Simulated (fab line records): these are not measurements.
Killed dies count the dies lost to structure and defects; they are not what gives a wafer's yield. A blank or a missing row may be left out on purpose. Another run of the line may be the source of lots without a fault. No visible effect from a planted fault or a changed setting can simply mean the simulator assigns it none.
Which tool did it? :: flow nand harc :: 33 wafers from 11 lots sampled at 7 of the route's 1159 steps

WHAT THE GAUGES SHOWED, per wafer
NHARC_A_M0_INSPECT_27.
lot: L450
measured: day 17 18:58
on: defect inspect-01
raw defect count: 280 392 339

lot: L454
measured: day 18 01:11
on: defect inspect-01
raw defect count: 433 358 545

lot: L455
measured: day 18 08:46
on: defect inspect-01
raw defect count: 436 614 448

lot: L452
measured: day 18 16:49
on: defect inspect-01
raw defect count: 390 360 349

lot: L456
measured: day 18 17:20
on: defect inspect-01
raw defect count: 497 409 467

lot: L460
measured: day 19 23:18
on: defect inspect-01
raw defect count: 374 479 461

lot: L459
measured: day 20 04:41
on: defect inspect-02
raw defect count: 411 659 526

lot: L461
measured: day 20 20:22
on: defect inspect-01
raw defect count: 315 559 550

lot: L466
measured: day 21 13:11
on: defect inspect-01
raw defect count: 1866 1835 1758

lot: L463
measured: day 21 14:13
on: defect inspect-02
raw defect count: 1819 1805 2024

lot: L469
measured: day 22 04:53
on: defect inspect-02
raw defect count: 395 477 350

NHARC_A_M1_INSPECT_11.
lot: L450
measured: day 17 20:30
on: defect inspect-01
raw defect count: 35 25 44

lot: L454
measured: day 18 02:43
on: defect inspect-01
raw defect count: 31 22 34

lot: L455
measured: day 18 10:16
on: defect inspect-02
raw defect count: 9 9 17

lot: L452
measured: day 18 18:21
on: defect inspect-01
raw defect count: 29 21 31

lot: L456
measured: day 18 18:50
on: defect inspect-01
raw defect count: 50 44 41

lot: L460
measured: day 20 00:49
on: defect inspect-02
raw defect count: 17 22 17

lot: L459
measured: day 20 06:05
on: defect inspect-01
raw defect count: 22 29 32

lot: L461
measured: day 20 21:55
on: defect inspect-01
raw defect count: 28 31 32

lot: L466
measured: day 21 14:41
on: defect inspect-01
raw defect count: 1481 1438 1427

lot: L463
measured: day 21 15:36
on: defect inspect-02
raw defect count: 1384 1415 1437

lot: L469
measured: day 22 06:26
on: defect inspect-01
raw defect count: 35 33 38

NHARC_END_SORT_01.
lot: L466
measured: day 23 07:05
on: prober-01
defect limited yield (%): 12.1 12.6 14.3
killed at array: 589 589 575
killed at other: 2 2 2
killed at periphery: 4 1 3
killed dies: 595 592 580
killed open: 1 3 2
killed short: 2 0 1
sort_bin_2_pct (%): 41.5 39.0 38.7
sort_bin_3_pct (%): 9.45 9.31 10.34
sort_bin_4_pct (%): 36.9 39.1 36.6
sort n pass: 82 85 97
sort rim yield pct (%): 17.0 12.3 10.4
sort yield pct (%): 12.1 12.6 14.3

lot: L463
measured: day 23 04:44
on: prober-02
defect limited yield (%): 14.8 14.8 13.0
killed at array: 575 577 588
killed at other: 0 0 0
killed at periphery: 2 0 1
killed dies: 577 577 589
killed open: 4 1 2
killed short: 1 0 3
sort_bin_2_pct (%): 39.1 37.5 40.9
sort_bin_3_pct (%): 9.31 10.19 9.31
sort_bin_4_pct (%): 36.8 37.5 36.8
sort n pass: 100 100 88
sort rim yield pct (%): 13.2 16.0 11.3
sort yield pct (%): 14.8 14.8 13.0

lot: L469
measured: day 23 20:16
on: prober-01
defect limited yield (%): 95.1 96.0 96.6
killed at array: 29 23 22
killed at other: 0 0 0
killed at periphery: 4 4 1
killed dies: 33 27 23
killed open: 3 1 2
killed short: 2 0 0
sort_bin_2_pct (%): 1.3 1.6 1.5
sort_bin_3_pct (%): 0.15 0.15 0
sort_bin_4_pct (%): 3.4 2.2 1.9
sort n pass: 644 650 654
sort rim yield pct (%): 96.2 94.3 96.2
sort yield pct (%): 95.1 96.0 96.6

WHICH TOOL RAN EACH LOT (tool, then ch and the chambers of the sampled wafers, then the start)
lot: L450
NHARC_A_M0_ETCH_15: rie diel-06 ch 0,2, day 17 17:22 or earlier
NHARC_A_M0_DEGAS_28: pvd sputter-01, day 17 17:22
NHARC_A_M0_PVD_20: pvd sputter-01, day 17 18:29 or earlier
NHARC_A_M0_CMP_23: cmp-02 ch 2,3, day 17 18:29

lot: L454
NHARC_A_M0_ETCH_15: rie diel-06 ch 0,1,2, day 17 23:34 or earlier
NHARC_A_M0_DEGAS_28: pvd sputter-02, day 17 23:34
NHARC_A_M0_PVD_20: pvd sputter-02, day 18 00:41 or earlier
NHARC_A_M0_CMP_23: cmp-04 ch 2,3, day 18 00:41

lot: L455
NHARC_A_M0_ETCH_15: rie diel-09 ch 1,2, day 18 07:13 or earlier
NHARC_A_M0_DEGAS_28: pvd sputter-01, day 18 07:13
NHARC_A_M0_PVD_20: pvd sputter-01, day 18 08:17 or earlier
NHARC_A_M0_CMP_23: cmp-01 ch 2,3, day 18 08:17

lot: L452
NHARC_A_M0_ETCH_15: rie diel-05 ch 0,3, day 18 15:16 or earlier
NHARC_A_M0_DEGAS_28: pvd sputter-01, day 18 15:16
NHARC_A_M0_PVD_20: pvd sputter-01, day 18 16:22 or earlier
NHARC_A_M0_CMP_23: cmp-02 ch 0,1,2, day 18 16:22

lot: L456
NHARC_A_M0_ETCH_15: rie diel-09 ch 0,1,3, day 18 15:48 or earlier
NHARC_A_M0_DEGAS_28: pvd sputter-02, day 18 15:48
NHARC_A_M0_PVD_20: pvd sputter-02, day 18 16:52 or earlier
NHARC_A_M0_CMP_23: cmp-04 ch 0,2, day 18 16:52

lot: L460
NHARC_A_M0_ETCH_15: rie diel-06 ch 1,2,3, day 19 21:19 or earlier
NHARC_A_M0_DEGAS_28: pvd sputter-02, day 19 21:19
NHARC_A_M0_PVD_20: pvd sputter-02, day 19 22:51 or earlier
NHARC_A_M0_CMP_23: cmp-04 ch 1,2,3, day 19 22:51

lot: L459
NHARC_A_M0_ETCH_15: rie diel-06 ch 0,1,3, day 20 03:08 or earlier
NHARC_A_M0_DEGAS_28: pvd sputter-01, day 20 03:08
NHARC_A_M0_PVD_20: pvd sputter-01, day 20 04:15 or earlier
NHARC_A_M0_CMP_23: cmp-02 ch 0,2,3, day 20 04:15

lot: L461
NHARC_A_M0_ETCH_15: rie diel-05 ch 0,1, day 20 18:47 or earlier
NHARC_A_M0_DEGAS_28: pvd sputter-01, day 20 18:47
NHARC_A_M0_PVD_20: pvd sputter-01, day 20 19:58 or earlier
NHARC_A_M0_CMP_23: cmp-02 ch 0,1,3, day 20 19:58

lot: L466
NHARC_A_M0_ETCH_15: rie diel-05 ch 0,1, day 21 11:38 or earlier
NHARC_A_M0_DEGAS_28: pvd sputter-01, day 21 11:38
NHARC_A_M0_PVD_20: pvd sputter-01, day 21 12:43 or earlier
NHARC_A_M0_CMP_23: cmp-02 ch 0,1, day 21 12:43

lot: L463
NHARC_A_M0_ETCH_15: rie diel-09 ch 1,2,3, day 21 12:31 or earlier
NHARC_A_M0_DEGAS_28: pvd sputter-01, day 21 12:31
NHARC_A_M0_PVD_20: pvd sputter-01, day 21 13:44 or earlier
NHARC_A_M0_CMP_23: cmp-02 ch 1,2,3, day 21 13:44

lot: L469
NHARC_A_M0_ETCH_15: rie diel-06 ch 1,2,3, day 22 03:19 or earlier
NHARC_A_M0_DEGAS_28: pvd sputter-03, day 22 03:19
NHARC_A_M0_PVD_20: pvd sputter-03, day 22 04:23 or earlier
NHARC_A_M0_CMP_23: cmp-04 ch 0,1,3, day 22 04:23
- NHARC_A_M0_ETCH_15: etches the open film in C4F8/Ar, target depth 150 nm, overetch 15 nm, time 82.5 s.
- NHARC_A_M0_DEGAS_28: time 60 s.
- NHARC_A_M0_PVD_20: deposits TaN, target thk 5 nm, time 8.06 s.
- NHARC_A_M0_CMP_23: polishes, t overpolish 20 s, target thk 113.75 nm.

WHAT THE TOOLS THEMSELVES READ (means of the sampled wafers that have a number; where no wafer has one, the mark that the record gives instead)
NHARC_A_M0_ETCH_15.
lot: L450
tool: rie diel-06
oes product au (a.u.): 0.921
rf fwd power W (W): 596.4
rf vpp V (V): 443.3

lot: L454
tool: rie diel-06
oes product au (a.u.): 0.932
rf fwd power W (W): 595.1
rf vpp V (V): 442.6

lot: L455
tool: rie diel-09
oes product au (a.u.): 0.974
rf fwd power W (W): 597.8
rf vpp V (V): 442.2

lot: L452
tool: rie diel-05
oes product au (a.u.): 0.984
rf fwd power W (W): 594.1
rf vpp V (V): 444.4

lot: L456
tool: rie diel-09
oes product au (a.u.): 0.929
rf fwd power W (W): 598.3
rf vpp V (V): 442.3

lot: L460
tool: rie diel-06
oes product au (a.u.): 0.950
rf fwd power W (W): 593.5
rf vpp V (V): 440.4

lot: L459
tool: rie diel-06
oes product au (a.u.): 0.962
rf fwd power W (W): 594.2
rf vpp V (V): 441.6

lot: L461
tool: rie diel-05
oes product au (a.u.): 0.934
rf fwd power W (W): 597.4
rf vpp V (V): 440.1

lot: L466
tool: rie diel-05
oes product au (a.u.): 0.972
rf fwd power W (W): 595.6
rf vpp V (V): 443.4

lot: L463
tool: rie diel-09
oes product au (a.u.): 0.946
rf fwd power W (W): 594.1
rf vpp V (V): 441.8

lot: L469
tool: rie diel-06
oes product au (a.u.): 0.969
rf fwd power W (W): 594.0
rf vpp V (V): 441.0

NHARC_A_M0_DEGAS_28.
lot: L450
tool: pvd sputter-01
heater power w (W): 369

lot: L454
tool: pvd sputter-02
heater power w (W): 323

lot: L455
tool: pvd sputter-01
heater power w (W): 373

lot: L452
tool: pvd sputter-01
heater power w (W): 339

lot: L456
tool: pvd sputter-02
heater power w (W): 333

lot: L460
tool: pvd sputter-02
heater power w (W): 328

lot: L459
tool: pvd sputter-01
heater power w (W): 349

lot: L461
tool: pvd sputter-01
heater power w (W): 381

lot: L466
tool: pvd sputter-01
heater power w (W): 362

lot: L463
tool: pvd sputter-01
heater power w (W): 345

lot: L469
tool: pvd sputter-03
heater power w (W): 365

NHARC_A_M0_PVD_20.
lot: L450
tool: pvd sputter-01
throttle valve pct (%): 30.3

lot: L454
tool: pvd sputter-02
throttle valve pct (%): 29.6

lot: L455
tool: pvd sputter-01
throttle valve pct (%): 30.3

lot: L452
tool: pvd sputter-01
throttle valve pct (%): 30.8

lot: L456
tool: pvd sputter-02
throttle valve pct (%): 30.1

lot: L460
tool: pvd sputter-02
throttle valve pct (%): 30.6

lot: L459
tool: pvd sputter-01
throttle valve pct (%): 30.7

lot: L461
tool: pvd sputter-01
throttle valve pct (%): 30.3

lot: L466
tool: pvd sputter-01
throttle valve pct (%): 30.7

lot: L463
tool: pvd sputter-01
throttle valve pct (%): 30.3

lot: L469
tool: pvd sputter-03
throttle valve pct (%): 29.8

NHARC_A_M0_CMP_23.
lot: L450
tool: cmp-02
motor current A (A): 10.6
time to endpoint s (s): 28.5

lot: L454
tool: cmp-04
motor current A (A): 11.5
time to endpoint s (s): 30.5

lot: L455
tool: cmp-01
motor current A (A): 12.2
time to endpoint s (s): 28.0

lot: L452
tool: cmp-02
motor current A (A): 12.1
time to endpoint s (s): 30.6

lot: L456
tool: cmp-04
motor current A (A): 13.1
time to endpoint s (s): 30.5

lot: L460
tool: cmp-04
motor current A (A): 11.7
time to endpoint s (s): 29.4

lot: L459
tool: cmp-02
motor current A (A): 11.3
time to endpoint s (s): 27.2

lot: L461
tool: cmp-02
motor current A (A): 12.1
time to endpoint s (s): 31.6

lot: L466
tool: cmp-02
motor current A (A): 12.8
time to endpoint s (s): 27.4

lot: L463
tool: cmp-02
motor current A (A): 11.3
time to endpoint s (s): 28.8

lot: L469
tool: cmp-04
motor current A (A): 12.8
time to endpoint s (s): 28.8

THE ANSWER, worked out from the rows above alone
Rule: what is usual is taken from the lots themselves. The widest of any qualifying gaps counts: lots, ordered by their means at a reading, are off when they make up no more than a third of the lots, leave a main group of 4 or more, and stand apart from it by 3 or more times the standard deviation of that group's means. Not used: any main group whose means are identical at the precision the tables above print for the reading. A lot without any number at a reading at which 4 lots or more have one is off too. Where the step has rows for the other lots, those lots are counted as sound. The gauges are gone through in route order, then the tools' own readings, and for those a lot's mean is taken as printed above. The first step at which some lot is off is used, and at that step the reading that is off furthest; a lot without a number counts as furthest.
Off: L466, L463, at NHARC_A_M0_INSPECT_27 (raw defect count). The main group has a mean of 440 with a standard deviation of 58.
A tool fits if, at a process step before that reading, it ran every lot that is off, and no sound lot after the first of them. The gauges at NHARC_A_M0_INSPECT_27 are tried like those tools. With no start given for some of its lots, NHARC_A_M0_ETCH_15 uses the hours and lot order of NHARC_A_M0_DEGAS_28. With no start given for some of its lots, NHARC_A_M0_PVD_20 uses the hours and lot order of NHARC_A_M0_CMP_23. Can't be told from this: 2 tools fit, pvd sputter-01 at NHARC_A_M0_DEGAS_28 and NHARC_A_M0_PVD_20, cmp-02 at NHARC_A_M0_CMP_23.

WHAT HAD BEEN PUT IN BY THE SIMULATOR
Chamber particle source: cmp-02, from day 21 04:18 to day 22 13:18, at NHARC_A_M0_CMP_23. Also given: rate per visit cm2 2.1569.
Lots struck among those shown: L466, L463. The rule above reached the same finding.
